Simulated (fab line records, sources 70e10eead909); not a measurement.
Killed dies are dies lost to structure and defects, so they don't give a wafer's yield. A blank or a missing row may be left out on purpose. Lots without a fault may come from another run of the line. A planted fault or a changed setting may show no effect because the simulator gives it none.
fab line records | flow nand_harc
record lots=22 wafers=66 last_day=24
route steps=1159 shown A_STAIRCASE@615
lots that met no fault: from a run of the same line without faults
start_h: hours from the record's first day to the start of the lot's first wafer shown | wait_h: hours since the lot's step before | " the same as in the row above | L1.1+2: a row that stands for several wafers | - no value, or no start given | * or withheld: withheld | < > ~ a bound
route shown NAME@n: a module of which the file shows steps, and the number in the route of the first | usual: mean/standard deviation of fault-free wafers | same: alike in all rows | chamber/n: place in a boat | sites: the reading at each site | _std_site: their standard deviation | _edge_site: outer sites' mean less inner sites' | radius_mm: how far each site lies from the wafer's centre | mask NAME#n: copy n | behind: the tool/chamber that last shaped the wafer | hold: why the lot was held/for how many hours/how that ended | device: the transistor (n, p or np) that didn't switch | end of line: the same wafers' tests at the end of the route | a step without rows: its recipe alone | killed: dies lost to structure and defects at the first sort, not the wafer's yield | map: a wafer's dies, x killed, . not, _ none there
set.NAME: the setting as run; set.NAME@STEP: as run at that earlier step | model.NAME: the simulator's own value behind a step, which no gauge read
steps of the route over a sample of lots; a table a step, a row a wafer
services: from which hour (start_h, from the record's first day; less than 0 if before it) a tool's chamber was out of use, for how many hours, and why
## steps
# step NHARC_A_STAIRCASE_ETCH_221
# recipe target_depth_a=1000 time_s=40.5 ion_energy_ev=400 c4f8_flow_sccm=20 o2_flow_sccm=10 ar_flow_sccm=withheld rf_w=600 bias_w=1000 chemistry=C4F8/O2
# usual oes_product_au=0.942/0.012 rf_vpp_V=896/5.9
# same time_s=40.5
# columns lot.wafer tool chamber start_h wait_h oes_product_au rf_hours_counter_h rf_vpp_V
L074.2 rie_diel-12 2 - - 0.947 8 891
L074.4 " 3 " " 0.965 8 896
L074.5 " 1 " " 0.959 - 895
L075.4 rie_diel-06 1 - - 0.925 3 889
L075.3 " 0 " " 0.933 3 897
L075.6 " 2 " " 0.929 - 903
L077.1 rie_diel-08 1 - - 0.954 50 896
L077.2 " 2 " " 0.964 50 886
L077.4 " 3 " " 0.951 50 890
L078.3 rie_diel-06 2 - - 0.938 6 902
L078.4 " 3 " " 0.947 6 906
L078.5 " 1 " " 0.936 - 888
L081.3 rie_diel-08 2 - - 0.950 54 888
L081.2 " 0 " " 0.976 46 900
L081.6 " 1 " " 0.949 - 896
L080.3 rie_diel-06 3 - - 0.941 10 905
L080.4 " 1 " " 0.938 11 886
L080.5 " 3 " " 0.931 - 904
L079.1 rie_diel-12 2 - - 0.951 27 891
L079.5 " 1 " " 0.968 - 894
L079.6 " 2 " " 0.949 - 891
L082.4 rie_diel-08 2 - - 0.948 62 886
L082.3 " 0 " " 0.950 54 901
L082.6 " 2 " " 0.943 - 887
L083.3 rie_diel-08 0 - - 0.936 54 902
L083.1 " 1 " " 0.922 63 897
L083.5 " 0 " " 0.939 - 900
L084.1 rie_diel-06 2 - - 0.931 20 901
L084.3 " 3 " " 0.930 18 905
L084.6 " 3 " " 0.928 - 906
L086.2 rie_diel-06 2 - - 0.958 23 902
L086.4 " 3 " " 0.944 22 905
L086.6 " 3 " " 0.953 - 904
L085.4 rie_diel-12 2 - - 0.952 40 891
L085.3 " 1 " " 0.934 41 894
L085.5 " 3 " " 0.941 - 897
L088.4 rie_diel-08 2 - - 0.935 7 886
L088.1 " 0 " " 0.924 8 899
L088.5 " 1 " " 0.941 - 895
L089.2 rie_diel-08 1 - - 0.933 9 897
L089.1 " 2 " " 0.947 9 887
L089.4 " 3 " " 0.946 10 888
L090.2 rie_diel-12 2 - - 0.948 48 890
L090.1 " 3 " " 0.952 45 894
L090.6 " 2 " " 0.958 - 891
L091.2 rie_diel-12 0 - - 0.938 49 902
L091.1 " 3 " " 0.934 49 896
L091.5 " 1 " " 0.940 - 895
L093.2 rie_diel-06 3 - - 0.953 36 904
L093.1 " 2 " " 0.954 38 902
L093.6 " 0 " " 0.956 - 898
L092.1 rie_diel-08 3 - - 0.948 15 889
L092.3 " 0 " " 0.934 15 900
L092.5 " 2 " " 0.965 - 887
L094.1 rie_diel-06 0 - - 0.950 38 897
L094.6 " 1 " " 0.952 - 886
L094.5 " 2 " " 0.945 - 903
L095.4 rie_diel-12 1 - - 0.937 58 895
L095.1 " 3 " " 0.927 56 896
L095.5 " 0 " " 0.925 - 902
L096.2 rie_diel-06 0 - - 0.929 41 896
L096.4 " 1 " " 0.940 44 889
L096.6 " 2 " " 0.954 - 902
L097.4 rie_diel-08 3 - - 0.939 21 887
L097.1 " 1 " " 0.926 21 895
L097.2 " 2 " " 0.937 21 886
# step NHARC_A_STAIRCASE_TRIM_224
# recipe time_s=211.2 o2_flow_sccm=500 ar_flow_sccm=0 bias_w=0 chemistry=O2
# usual drypump_motor_current_A=5.7/0.4 oes_product_au=1.001/0.008 rf_vpp_V=57.8/0.94 showerhead_plenum_p_Torr=3.52/0.16 throttle_valve_pct=17.036/0.0089
# same time_s=211.2
# columns lot.wafer tool chamber start_h wait_h drypump_motor_current_A oes_product_au rf_hours_counter_h rf_vpp_V showerhead_plenum_p_Torr throttle_valve_pct
L074.2 rie_diel-12 0 - - 6.2 1.007 8 58.2 3.71 17.033
L074.4 " 2 " " 5.2 0.999 8 58.0 3.39 17.038
L074.5 " 3 " " 5.7 1.011 - 57.2 3.54 17.033
L075.3 rie_diel-06 0 - - 5.6 0.996 3 57.6 3.58 17.045
L075.4 " 1 " " 6.4 0.995 3 56.9 3.31 17.025
L075.6 " 2 " " 5.8 0.978 - 58.9 3.71 17.037
L077.4 rie_diel-08 3 - - 4.9 1.003 51 57.6 3.35 17.032
L077.1 " 0 " " 6.0 1.005 42 58.2 3.65 17.048
L077.2 " 1 " " 5.8 0.996 50 58.1 3.52 17.046
L078.4 rie_diel-06 3 - - 5.5 0.994 6 56.9 3.77 17.032
L078.3 " 1 " " 6.4 1.003 7 57.3 3.31 17.040
L078.5 " 0 " " 5.6 1.001 - 57.2 3.58 17.041
L081.2 rie_diel-08 1 - - 5.8 1.007 55 57.3 3.52 17.029
L081.3 " 0 " " 6.0 1.010 46 56.8 3.65 17.019
L081.6 " 2 " " 5.7 1.019 - 58.0 3.31 17.046
L080.3 rie_diel-06 0 - - 5.6 1.006 11 57.8 3.58 17.042
L080.4 " 3 " " 5.5 1.011 10 58.0 3.77 17.018
L080.5 " 1 " " 6.4 1.006 - 57.7 3.31 17.021
L079.1 rie_diel-12 3 - - 5.8 1.006 24 57.9 3.53 17.044
L079.6 " 1 " " 6.0 1.004 - 58.5 3.48 17.045
L079.5 " 2 " " 5.1 0.994 - 58.6 3.38 17.043
L082.4 rie_diel-08 1 - - 5.8 1.000 63 57.6 3.52 17.040
L082.3 " 0 " " 6.0 1.006 55 58.8 3.65 17.049
L082.6 " 1 " " 5.8 0.994 - 57.7 3.52 17.055
L083.3 rie_diel-08 3 - - 4.9 1.006 63 56.9 3.34 17.040
L083.1 " 0 " " 6.0 1.008 55 57.9 3.64 17.040
L083.5 " 3 " " 4.9 1.009 - 55.8 3.34 17.049
L084.1 rie_diel-06 1 - - 6.4 0.995 22 58.5 3.30 17.046
L084.3 " 2 " " 5.8 1.005 20 59.0 3.70 17.036
L084.6 " 0 " " 5.6 1.002 - 58.1 3.57 17.032
L086.2 rie_diel-06 1 - - 6.4 0.993 25 55.6 3.30 17.034
L086.4 " 2 " " 5.8 0.996 24 57.6 3.69 17.028
L086.6 " 0 " " 5.6 0.984 - 57.9 3.57 17.040
L085.4 rie_diel-12 1 - - 6.0 0.998 41 58.1 3.48 17.058
L085.3 " 2 " " 5.2 0.994 40 58.2 3.37 17.028
L085.5 " 1 " " 6.0 1.007 - 57.9 3.48 17.023
L088.1 rie_diel-08 1 - - 5.8 0.998 7 58.0 3.51 17.031
L088.4 " 3 " " 4.9 0.995 8 55.1 3.34 17.054
L088.5 " 0 " " 6.0 0.990 - 59.3 3.64 17.036
L089.2 rie_diel-08 3 - - 4.9 1.004 10 56.7 3.34 17.041
L089.1 " 0 " " 6.0 1.009 10 57.0 3.64 17.033
L089.4 " 1 " " 5.8 1.004 9 58.6 3.51 17.041
L090.1 rie_diel-12 2 - - 5.2 1.001 48 56.4 3.37 17.039
L090.2 " 1 " " 6.1 1.002 48 57.6 3.47 17.019
L090.6 " 2 " " 5.2 1.009 - 56.8 3.37 17.017
L091.1 rie_diel-12 1 - - 6.0 1.012 52 57.3 3.47 17.029
L091.2 " 2 " " 5.2 1.000 52 57.3 3.37 17.038
L091.5 " 1 " " 6.0 1.005 - 57.0 3.47 17.033
L093.2 rie_diel-06 3 - - 5.5 0.991 36 59.9 3.75 17.048
L093.1 " 0 " " 5.7 0.989 36 58.1 3.56 17.047
L093.6 " 1 " " 6.3 0.999 - 56.9 3.30 17.041
L092.1 rie_diel-08 0 - - 6.0 1.009 16 57.1 3.64 17.034
L092.3 " 1 " " 5.8 1.000 16 57.1 3.51 17.028
L092.5 " 0 " " 6.0 0.997 - 58.5 3.64 17.060
L094.1 rie_diel-06 0 - - 5.7 1.005 38 59.5 3.56 17.046
L094.5 " 0 " " 5.6 0.997 - 57.4 3.56 17.050
L094.6 " 1 " " 6.4 1.000 - 56.9 3.29 17.046
L095.4 rie_diel-12 2 - - 5.2 0.997 59 57.8 3.36 17.041
L095.1 " 3 " " 5.7 1.013 56 57.1 3.51 17.037
L095.5 " 2 " " 5.2 0.995 - 58.1 3.36 17.029
L096.2 rie_diel-06 0 - - 5.7 1.000 41 56.9 3.56 17.024
L096.4 " 3 " " 5.6 0.985 42 57.8 3.75 17.048
L096.6 " 1 " " 6.4 0.996 - 56.5 3.29 17.028
L097.2 rie_diel-08 0 - - 6.0 1.000 22 57.1 3.63 17.053
L097.1 " 1 " " 5.8 0.996 22 57.8 3.50 17.029
L097.4 " 2 " " 5.7 0.993 22 57.0 3.30 17.045
# step NHARC_A_STAIRCASE_ETCH_236
# recipe target_depth_a=1000 time_s=40.5 ion_energy_ev=400 c4f8_flow_sccm=20 o2_flow_sccm=10 ar_flow_sccm=withheld rf_w=600 bias_w=1000 chemistry=C4F8/O2
# usual oes_product_au=0.943/0.009 rf_vpp_V=896/6.1
# same time_s=40.5
# columns lot.wafer tool chamber start_h wait_h oes_product_au rf_hours_counter_h rf_vpp_V
L074.2 rie_diel-06 0 - - 0.942 61 898
L074.4 " 2 " " 0.944 61 902
L074.5 " 3 " " 0.937 - 904
L075.4 rie_diel-06 3 - - 0.934 3 904
L075.3 " 0 " " 0.947 4 899
L075.6 " 1 " " 0.945 - 889
L077.4 rie_diel-12 0 - - 0.945 22 902
L077.2 " 1 " " 0.944 24 896
L077.1 " 2 " " 0.933 23 891
L078.4 rie_diel-06 0 - - 0.962 8 899
L078.3 " 1 " " 0.948 8 888
L078.5 " 2 " " 0.934 - 902
L081.3 rie_diel-08 0 - - 0.960 47 902
L081.2 " 2 " " 0.954 55 887
L081.6 " 1 " " 0.956 - 895
L080.3 rie_diel-06 1 - - 0.949 12 888
L080.4 " 3 " " 0.935 11 904
L080.5 " 1 " " 0.951 - 888
L079.1 rie_diel-08 1 - - 0.944 56 895
L079.6 " 0 " " 0.950 - 901
L079.5 " 1 " " 0.941 - 897
L082.3 rie_diel-06 3 - - 0.946 16 904
L082.4 " 0 " " 0.937 18 898
L082.6 " 2 " " 0.943 - 903
L083.3 rie_diel-06 3 - - 0.947 16 904
L083.1 " 0 " " 0.951 18 897
L083.5 " 1 " " 0.936 - 887
L084.3 rie_diel-12 2 - - 0.924 38 890
L084.1 " 0 " " 0.936 36 903
L084.6 " 3 " " 0.945 - 895
L086.4 rie_diel-06 3 - - 0.941 22 906
L086.2 " 0 " " 0.954 24 898
L086.6 " 3 " " 0.936 - 905
L085.4 rie_diel-06 1 - - 0.950 26 888
L085.3 " 3 " " 0.951 23 903
L085.5 " 1 " " 0.952 - 886
L088.1 rie_diel-06 1 - - 0.952 33 887
L088.4 " 3 " " 0.945 29 905
L088.5 " 1 " " 0.953 - 888
L089.2 rie_diel-08 1 - - 0.952 10 895
L089.1 " 3 " " 0.950 11 889
L089.4 " 0 " " 0.938 11 900
L090.2 rie_diel-12 2 - - 0.926 49 890
L090.1 " 1 " " 0.946 49 894
L090.6 " 2 " " 0.926 - 889
L091.2 rie_diel-08 0 - - 0.922 15 900
L091.1 " 1 " " 0.940 15 895
L091.5 " 0 " " 0.923 - 898
L093.2 rie_diel-06 2 - - 0.955 39 903
L093.1 " 3 " " 0.963 36 904
L093.6 " 0 " " 0.950 - 899
L092.1 rie_diel-08 0 - - 0.949 16 900
L092.3 " 2 " " 0.939 16 889
L092.5 " 3 " " 0.950 - 890
L094.1 rie_diel-06 2 - - 0.943 41 901
L094.6 " 3 " " 0.941 - 903
L094.5 " 0 " " 0.945 - 896
L095.4 rie_diel-12 1 - - 0.946 59 895
L095.1 " 2 " " 0.943 59 889
L095.5 " 0 " " 0.950 - 902
L096.4 rie_diel-06 0 - - 0.939 42 897
L096.2 " 3 " " 0.935 43 904
L096.6 " 1 " " 0.931 - 887
L097.2 rie_diel-08 2 - - 0.953 23 888
L097.4 " 3 " " 0.951 23 888
L097.1 " 1 " " 0.952 23 895
# step NHARC_A_STAIRCASE_HM_OPEN_460
# recipe o2_flow_sccm=400 cos_flow_sccm=20 ar_flow_sccm=0 rf_w=500 bias_w=300 chemistry=O2/COS
# usual drypump_motor_current_A=5.7/0.41 oes_product_au=1.001/0.0078 rf_vpp_V=466.6/2.9 showerhead_plenum_p_Torr=3.10/0.13 throttle_valve_pct=28.330/0.009
# columns lot.wafer tool chamber start_h wait_h drypump_motor_current_A oes_product_au rf_hours_counter_h rf_vpp_V showerhead_plenum_p_Torr throttle_valve_pct
L074.2 rie_diel-12 0 - - 6.1 0.998 11 470.6 3.28 28.331
L074.4 " 1 " " 6.0 1.001 13 465.6 3.09 28.354
L074.5 " 1 " " 6.0 1.011 - 466.8 3.09 28.343
L075.4 rie_diel-08 3 - - 4.9 0.994 49 463.1 2.96 28.329
L075.3 " 1 " " 5.8 1.003 49 468.4 3.12 28.337
L075.6 " 3 " " 4.9 1.001 - 464.6 2.96 28.324
L077.1 rie_diel-06 3 - - 5.5 0.998 8 470.8 3.34 28.324
L077.2 " 0 " " 5.6 0.991 9 467.0 3.17 28.330
L077.4 " 1 " " 6.4 0.986 9 462.4 2.93 28.320
L078.3 rie_diel-08 2 - - 5.7 0.997 51 462.9 2.93 28.337
L078.4 " 0 " " 6.0 1.004 44 469.2 3.23 28.320
L078.5 " 2 " " 5.7 1.005 - 462.1 2.93 28.325
L081.3 rie_diel-12 0 - - 6.1 1.016 27 470.4 3.27 28.332
L081.2 " 1 " " 6.0 1.006 30 466.7 3.08 28.342
L081.6 " 3 " " 5.7 1.012 - 468.8 3.12 28.337
L080.3 rie_diel-12 2 - - 5.1 0.993 29 463.7 2.99 28.317
L080.4 " 0 " " 6.1 1.008 27 471.0 3.27 28.318
L080.5 " 2 " " 5.1 0.998 - 464.3 2.99 28.330
L079.1 rie_diel-12 1 - - 6.0 1.012 30 465.5 3.08 28.336
L079.5 " 0 " " 6.1 0.997 - 471.5 3.27 28.332
L079.6 " 1 " " 6.0 1.004 - 465.3 3.08 28.342
L082.4 rie_diel-06 0 - - 5.6 0.994 20 467.1 3.16 28.316
L082.3 " 1 " " 6.4 1.000 22 462.6 2.92 28.328
L082.6 " 1 " " 6.4 0.991 - 463.1 2.92 28.329
L083.1 rie_diel-08 3 - - 4.9 1.000 0 462.9 2.96 28.325
L083.3 " 1 " " 5.8 1.001 0 466.1 3.11 28.322
L083.5 " 2 " " 5.7 1.011 - 463.9 2.92 28.331
L084.3 rie_diel-12 0 - - 6.1 1.006 37 469.6 3.27 28.337
L084.1 " 2 " " 5.1 0.986 40 465.1 2.98 28.331
L084.6 " 3 " " 5.7 1.015 - 466.0 3.12 28.346
L086.4 rie_diel-12 0 - - 6.1 0.995 40 470.1 3.27 28.348
L086.2 " 1 " " 6.0 1.007 43 465.8 3.08 28.332
L086.6 " 1 " " 6.0 1.001 - 466.8 3.08 28.328
L085.4 rie_diel-08 2 - - 5.7 1.014 3 462.3 2.92 28.338
L085.3 " 0 " " 6.0 0.998 4 468.4 3.22 28.330
L085.5 " 1 " " 5.8 1.005 - 466.9 3.11 28.348
L088.1 rie_diel-06 0 - - 5.6 0.995 31 467.4 3.15 28.330
L088.4 " 1 " " 6.4 1.001 34 461.3 2.92 28.340
L088.5 " 1 " " 6.4 1.009 - 462.3 2.92 28.327
L089.1 rie_diel-12 0 - - 6.1 0.999 49 470.9 3.26 28.335
L089.4 " 1 " " 6.0 1.000 52 465.8 3.07 28.344
L089.2 " 3 " " 5.7 0.999 50 466.6 3.11 28.326
L090.2 rie_diel-12 2 - - 5.2 0.991 52 464.0 2.98 28.328
L090.1 " 0 " " 6.1 1.015 50 467.8 3.26 28.324
L090.6 " 3 " " 5.7 1.012 - 467.2 3.11 28.326
L091.1 rie_diel-12 0 - - 6.1 0.996 52 472.6 3.26 28.332
L091.2 " 3 " " 5.7 1.012 53 467.0 3.11 28.333
L091.5 " 1 " " 6.0 1.007 - 466.7 3.07 28.322
L093.1 rie_diel-08 3 - - 4.9 1.003 18 463.2 2.95 28.329
L093.2 " 0 " " 6.0 0.998 19 470.5 3.22 28.312
L093.6 " 0 " " 6.0 0.988 - 470.4 3.22 28.331
L092.1 rie_diel-08 3 - - 4.9 1.005 19 463.3 2.95 28.325
L092.3 " 1 " " 5.8 1.004 19 465.1 3.10 28.340
L092.5 " 0 " " 6.0 0.990 - 468.1 3.22 28.336
L094.1 rie_diel-06 1 - - 6.4 0.995 45 462.5 2.91 28.327
L094.5 " 3 " " 5.5 0.987 - 471.1 3.32 28.343
L094.6 " 0 " " 5.6 0.993 - 469.2 3.15 28.328
L095.4 rie_diel-06 2 - - 5.8 1.002 47 468.8 3.26 28.345
L095.1 " 3 " " 5.5 1.003 44 473.3 3.32 28.331
L095.5 " 2 " " 5.8 1.003 - 470.1 3.26 28.334
L096.2 rie_diel-12 2 - - 5.2 1.002 62 464.8 2.97 28.337
L096.4 " 3 " " 5.7 0.998 59 465.7 3.11 28.332
L096.6 " 2 " " 5.1 0.997 - 463.2 2.97 28.333
L097.2 rie_diel-08 1 - - 5.8 0.999 25 465.9 3.10 28.334
L097.4 " 2 " " 5.7 1.005 25 462.8 2.91 28.315
L097.1 " 3 " " 4.9 1.012 25 463.7 2.94 28.328
# step NHARC_A_STAIRCASE_ETCH_452
# recipe target_depth_a=300 overetch_a=30 time_s=16.5 ion_energy_ev=100 cf4_flow_sccm=80 o2_flow_sccm=20 ar_flow_sccm=0 rf_w=300 bias_w=100 chemistry=CF4/O2
# usual drypump_motor_current_A=5.7/0.4 oes_o_777_au=1.001/0.0047 oes_product_au=1.000/0.0077 rf_vpp_V=197.4/1.4 showerhead_plenum_p_Torr=1.32/0.057 throttle_valve_pct=13.397/0.0096
# same time_s=16.5
# columns lot.wafer tool chamber start_h wait_h drypump_motor_current_A oes_o_777_au oes_product_au rf_hours_counter_h rf_vpp_V showerhead_plenum_p_Torr throttle_valve_pct
L074.2 rie_diel-12 3 - - 5.7 1.000 1.009 12 197.8 1.34 13.396
L074.4 " 0 " " 6.1 1.004 1.011 11 198.3 1.41 13.386
L074.5 " 2 " " 5.1 1.004 1.003 - 197.9 1.28 13.389
L075.4 rie_diel-08 2 - - 5.7 1.002 1.006 49 197.6 1.25 13.397
L075.3 " 3 " " 4.9 1.010 1.000 49 195.5 1.26 13.378
L075.6 " 1 " " 5.8 1.004 1.002 - 198.2 1.33 13.406
L077.1 rie_diel-06 0 - - 5.6 1.000 0.998 9 198.9 1.35 13.403
L077.2 " 1 " " 6.3 1.002 0.988 9 196.6 1.25 13.404
L077.4 " 2 " " 5.8 0.995 0.998 8 199.0 1.40 13.407
L078.3 rie_diel-08 3 - - 4.9 0.995 1.011 52 194.4 1.26 13.409
L078.4 " 0 " " 6.0 0.988 1.008 44 197.4 1.38 13.408
L078.5 " 3 " " 4.9 1.003 1.013 - 195.7 1.26 13.387
L081.2 rie_diel-12 2 - - 5.2 1.010 0.993 29 197.6 1.28 13.382
L081.3 " 3 " " 5.7 1.005 1.020 26 197.3 1.34 13.399
L081.6 " 2 " " 5.1 1.001 0.987 - 196.4 1.28 13.401
L080.3 rie_diel-08 3 290.42 - 4.8 1.000 1.000 58 196.8 1.26 13.403
L080.4 " 2 " " 5.7 0.993 1.009 57 196.7 1.25 13.398
L080.5 " 0 " " 6.0 0.998 1.012 - 196.5 1.38 13.387
L079.1 rie_diel-12 2 - - 5.1 1.001 0.997 30 196.5 1.28 13.391
L079.5 " 2 " " 5.2 0.998 0.996 - 196.9 1.28 13.390
L079.6 " 3 " " 5.7 1.000 1.009 - 199.1 1.34 13.396
L082.3 rie_diel-06 0 - - 5.7 1.001 0.989 21 198.5 1.35 13.390
L082.4 " 1 " " 6.3 1.002 0.998 22 194.5 1.25 13.400
L082.6 " 1 " " 6.3 0.998 0.990 - 196.5 1.25 13.374
L083.1 rie_diel-08 3 - - 4.8 1.007 0.992 0 195.6 1.26 13.397
L083.3 " 0 " " 6.0 1.000 0.999 0 199.0 1.38 13.402
L083.5 " 2 " " 5.7 1.003 1.014 - 196.2 1.25 13.391
L084.1 rie_diel-12 3 - - 5.7 1.002 1.000 36 197.4 1.33 13.426
L084.3 " 2 " " 5.1 1.005 0.990 40 195.6 1.27 13.397
L084.6 " 3 " " 5.7 0.997 0.994 - 196.7 1.33 13.400
L086.4 rie_diel-12 0 - - 6.1 0.997 1.013 40 198.4 1.40 13.380
L086.2 " 1 " " 6.0 1.005 0.995 43 198.0 1.31 13.387
L086.6 " 0 " " 6.1 0.996 0.996 - 200.3 1.40 13.404
L085.3 rie_diel-08 1 - - 5.8 0.997 0.993 4 196.5 1.33 13.401
L085.4 " 3 " " 4.8 1.001 1.000 5 196.1 1.26 13.390
L085.5 " 1 " " 5.7 1.000 0.994 - 198.8 1.33 13.385
L088.1 rie_diel-06 0 - - 5.6 0.998 1.004 31 197.4 1.35 13.404
L088.4 " 2 " " 5.8 1.004 0.996 34 198.7 1.40 13.391
L088.5 " 1 " " 6.4 1.001 1.008 - 196.4 1.24 13.406
L089.2 rie_diel-12 0 - - 6.1 0.996 1.002 50 199.1 1.40 13.387
L089.4 " 2 " " 5.2 1.002 0.994 52 196.6 1.27 13.396
L089.1 " 3 " " 5.7 0.998 1.003 50 196.3 1.33 13.402
L090.1 rie_diel-12 1 - - 6.0 1.005 1.008 53 197.6 1.31 13.393
L090.2 " 2 " " 5.2 0.998 0.993 53 196.8 1.27 13.406
L090.6 " 2 " " 5.1 0.997 0.999 - 197.2 1.27 13.382
L091.2 rie_diel-12 2 - - 5.2 0.997 0.995 55 197.4 1.27 13.401
L091.1 " 3 " " 5.8 0.998 0.996 53 196.5 1.33 13.396
L091.5 " 2 " " 5.1 1.003 0.990 - 196.0 1.27 13.395
L093.2 rie_diel-08 3 - - 4.9 1.012 0.998 19 195.8 1.26 13.385
L093.1 " 0 " " 6.0 1.003 0.993 19 197.4 1.38 13.406
L093.6 " 2 " " 5.7 1.003 1.002 - 196.9 1.24 13.411
L092.1 rie_diel-08 2 - - 5.7 0.998 1.010 20 196.8 1.24 13.405
L092.3 " 3 " " 4.8 0.997 1.002 19 197.0 1.26 13.382
L092.5 " 3 " " 4.8 0.997 1.001 - 197.8 1.26 13.408
L094.1 rie_diel-06 3 - - 5.5 1.003 0.993 43 199.8 1.42 13.402
L094.6 " 1 " " 6.4 0.995 0.998 - 195.5 1.24 13.403
L094.5 " 2 " " 5.8 0.999 1.005 - 199.7 1.40 13.392
L095.1 rie_diel-06 3 - - 5.5 1.001 0.996 44 199.6 1.42 13.409
L095.4 " 1 " " 6.3 1.003 1.000 46 196.1 1.24 13.409
L095.5 " 3 " " 5.5 0.995 0.980 - 201.5 1.42 13.390
L096.4 rie_diel-12 1 - - 6.0 0.997 1.005 65 198.3 1.31 13.402
L096.2 " 0 " " 6.1 1.000 1.002 60 197.2 1.39 13.396
L096.6 " 2 " " 5.1 0.993 0.997 - 196.3 1.27 13.411
L097.4 rie_diel-08 1 - - 5.8 0.998 1.008 25 197.7 1.32 13.410
L097.1 " 2 " " 5.7 0.998 1.013 25 196.2 1.24 13.385
L097.2 " 0 " " 6.0 1.004 1.003 25 199.8 1.38 13.399
# step NHARC_A_STAIRCASE_HM_OPEN_463
# recipe o2_flow_sccm=400 cos_flow_sccm=20 ar_flow_sccm=0 rf_w=500 bias_w=300 chemistry=O2/COS
# usual drypump_motor_current_A=5.8/0.38 oes_product_au=1.001/0.0082 rf_vpp_V=467/3 showerhead_plenum_p_Torr=3.11/0.14 throttle_valve_pct=28.329/0.0093
# columns lot.wafer tool chamber start_h wait_h drypump_motor_current_A oes_product_au rf_hours_counter_h rf_vpp_V showerhead_plenum_p_Torr throttle_valve_pct
L074.4 rie_diel-12 0 - - 6.1 0.994 16 470 3.28 28.317
L074.2 " 2 " " 5.2 1.007 17 463 2.99 28.318
L074.5 " 1 " " 6.0 1.006 - 466 3.09 28.323
L075.3 rie_diel-08 0 - - 6.0 0.992 42 469 3.23 28.324
L075.4 " 1 " " 5.8 0.994 50 468 3.12 28.331
L075.6 " 1 " " 5.8 0.991 - 466 3.12 28.336
L077.4 rie_diel-12 2 - - 5.2 0.999 26 464 2.99 28.335
L077.2 " 0 " " 6.1 0.996 24 471 3.27 28.321
L077.1 " 1 " " 6.0 0.996 27 467 3.08 28.344
L078.4 rie_diel-12 2 - - 5.1 0.987 26 464 2.99 28.339
L078.3 " 1 " " 6.1 1.005 27 465 3.08 28.331
L078.5 " 2 " " 5.2 0.997 - 464 2.99 28.339
L081.3 rie_diel-08 2 - - 5.7 1.026 60 463 2.93 28.328
L081.2 " 3 " " 4.9 1.010 60 464 2.96 28.348
L081.6 " 2 " " 5.7 1.017 - 464 2.93 28.332
L080.3 rie_diel-06 1 - - 6.4 0.995 16 462 2.92 28.317
L080.4 " 0 " " 5.7 0.987 14 469 3.16 28.313
L080.5 " 1 " " 6.4 1.002 - 462 2.92 28.335
L079.1 rie_diel-06 1 - - 6.4 0.993 17 462 2.92 28.345
L079.5 " 3 " " 5.5 1.003 - 472 3.33 28.319
L079.6 " 0 " " 5.7 1.004 - 469 3.16 28.319
L082.3 rie_diel-06 2 - - 5.8 0.992 23 470 3.27 28.325
L082.4 " 0 " " 5.6 0.986 22 467 3.16 28.343
L082.6 " 2 " " 5.8 1.001 - 471 3.27 28.328
L083.3 rie_diel-08 2 - - 5.7 1.000 2 464 2.92 28.333
L083.1 " 3 " " 4.8 0.998 2 464 2.95 28.336
L083.5 " 2 " " 5.7 1.013 - 463 2.92 28.320
L084.1 rie_diel-12 2 - - 5.2 1.007 41 464 2.98 28.336
L084.3 " 3 " " 5.7 1.015 38 466 3.12 28.334
L084.6 " 3 " " 5.7 1.015 - 467 3.12 28.320
L086.2 rie_diel-06 1 - - 6.4 0.998 31 462 2.92 28.340
L086.4 " 2 " " 5.8 1.007 30 471 3.27 28.327
L086.6 " 0 " " 5.7 0.997 - 469 3.16 28.309
L085.4 rie_diel-06 1 - - 6.4 0.996 31 462 2.92 28.335
L085.3 " 3 " " 5.5 0.991 28 471 3.33 28.320
L085.5 " 2 " " 5.8 0.995 - 470 3.27 28.324
L088.1 rie_diel-08 3 - - 4.9 1.004 13 463 2.95 28.321
L088.4 " 1 " " 5.8 1.008 13 466 3.10 28.333
L088.5 " 3 " " 4.9 0.995 - 462 2.95 28.317
L089.4 rie_diel-12 0 - - 6.1 0.992 52 470 3.26 28.323
L089.2 " 2 " " 5.2 0.995 54 465 2.98 28.319
L089.1 " 3 " " 5.7 1.003 52 466 3.11 28.341
L090.1 rie_diel-06 1 - - 6.3 0.991 39 462 2.91 28.328
L090.2 " 2 " " 5.8 0.985 39 470 3.26 28.324
L090.6 " 0 " " 5.7 0.984 - 468 3.15 28.332
L091.2 rie_diel-12 1 - - 6.0 1.010 59 465 3.07 28.342
L091.1 " 3 " " 5.8 0.995 57 466 3.11 28.340
L091.5 " 0 " " 6.1 1.006 - 471 3.26 28.331
L093.2 rie_diel-12 2 - - 5.2 0.998 61 464 2.97 28.331
L093.1 " 3 " " 5.8 1.008 58 468 3.11 28.325
L093.6 " 2 " " 5.1 1.003 - 464 2.97 28.323
L092.3 rie_diel-08 1 - - 5.8 1.011 21 467 3.10 28.328
L092.1 " 3 " " 4.9 1.012 21 464 2.94 28.338
L092.5 " 2 " " 5.7 1.010 - 464 2.91 28.321
L094.1 rie_diel-06 0 - - 5.6 0.984 44 468 3.15 28.334
L094.6 " 1 " " 6.4 0.999 - 463 2.91 28.323
L094.5 " 2 " " 5.8 0.987 - 469 3.26 28.314
L095.4 rie_diel-12 3 - - 5.7 0.998 63 467 3.11 28.333
L095.1 " 0 " " 6.1 0.998 61 469 3.26 28.325
L095.5 " 1 " " 6.0 1.001 - 468 3.06 28.320
L096.2 rie_diel-06 0 - - 5.7 0.993 45 467 3.15 28.320
L096.4 " 2 " " 5.8 0.997 49 471 3.26 28.320
L096.6 " 3 " " 5.5 0.996 - 471 3.32 28.339
L097.4 rie_diel-08 0 - - 6.0 1.005 27 468 3.21 28.340
L097.1 " 1 " " 5.8 1.016 28 467 3.10 28.334
L097.2 " 2 " " 5.7 1.010 28 463 2.91 28.327
## services
# columns tool chamber start_h hours kind
rie_diel-06 0 220.41 - clean
rie_diel-06 1 220.41 - clean
rie_diel-06 2 220.41 - clean
rie_diel-06 3 220.41 - clean
rie_diel-08 0 239.25 15.5 repair
rie_diel-06 - 241.34 9.0 pm
rie_diel-06 0 241.34 9.0 vent_cycle
rie_diel-06 1 241.34 9.0 vent_cycle
rie_diel-06 2 241.34 9.0 vent_cycle
rie_diel-06 3 241.34 9.0 vent_cycle
rie_diel-06 0 250.34 - clean
rie_diel-06 1 250.34 - clean
rie_diel-06 2 250.34 - clean
rie_diel-06 3 250.34 - clean
rie_diel-06 0 274.84 - clean
rie_diel-06 1 274.84 - clean
rie_diel-06 2 274.84 - clean
rie_diel-06 3 274.84 - clean
rie_diel-06 - 288.22 5.2 repair
rie_diel-06 0 299.59 - clean
rie_diel-06 1 299.59 - clean
rie_diel-06 2 299.59 - clean
rie_diel-08 - 301.82 9.0 pm
rie_diel-08 3 386.36 2.3 repair
## key
fault none
